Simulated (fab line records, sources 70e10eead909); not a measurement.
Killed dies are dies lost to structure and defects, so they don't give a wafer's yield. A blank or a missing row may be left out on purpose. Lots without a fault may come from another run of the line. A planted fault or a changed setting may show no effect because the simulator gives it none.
Chamber matching | flow nand_harc | NHARC_P_M1_STRIP_18 on rie_diel-09: 4 sister chambers
The step strips in N2/H2. 8 wafers are shown with their chamber, then 7 later ones without.

WAFERS WITH THEIR CHAMBER
wafer  | chamber | drypump_motor_current_A (A) | showerhead_plenum_p_Torr (Torr)
L082.2 | 0       | 5.8                         | 2.21
L084.3 | 0       | 5.8                         | 2.21
L084.4 | 1       | 5.5                         | 1.96
L092.1 | 3       | 4.8                         | 2.06
L092.2 | 1       | 5.5                         | 1.95
L092.6 | 2       | 5.6                         | 1.97
L095.1 | 3       | 4.9                         | 2.06
L095.3 | 2       | 5.6                         | 1.96

WAFERS WITHOUT THEIR CHAMBER
wafer  | drypump_motor_current_A (A) | showerhead_plenum_p_Torr (Torr)
L095.5 | 5.6                         | 1.96
L096.1 | 4.9                         | 2.06
L096.2 | 5.6                         | 1.96
L096.4 | 5.8                         | 2.20
L097.1 | 5.6                         | 1.96
L097.4 | 4.9                         | 2.05
L097.6 | 5.8                         | 2.19

WHICH CHAMBER EACH WENT THROUGH
wafer  | from the rows above     | in truth
L095.5 | can't be placed: 2 or 1 | 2
L096.1 | 3                       | 3
L096.2 | can't be placed: 2 or 1 | 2
L096.4 | 0                       | 0
L097.1 | can't be placed: 2 or 1 | 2
L097.4 | 3                       | 3
L097.6 | 0                       | 0
Placed correctly: 4 of 7. Can't be placed from these rows: 3 (the true chamber is among the candidates in 3). Placed wrongly: 0.
How it was worked out, from the rows above alone: a wafer's distance from a chamber is the root of the sum, over the readings, of the square of ((its reading less the chamber's mean) divided by the reading's scatter). The wafer belongs to the nearest chamber; if the next one is less than 2 further off, it can't be placed. A chamber's mean is the mean of its shown wafers. The scatter: the root of (the sum of the squares of (reading less its chamber's mean) over the shown wafers, divided by (wafers less chambers)).
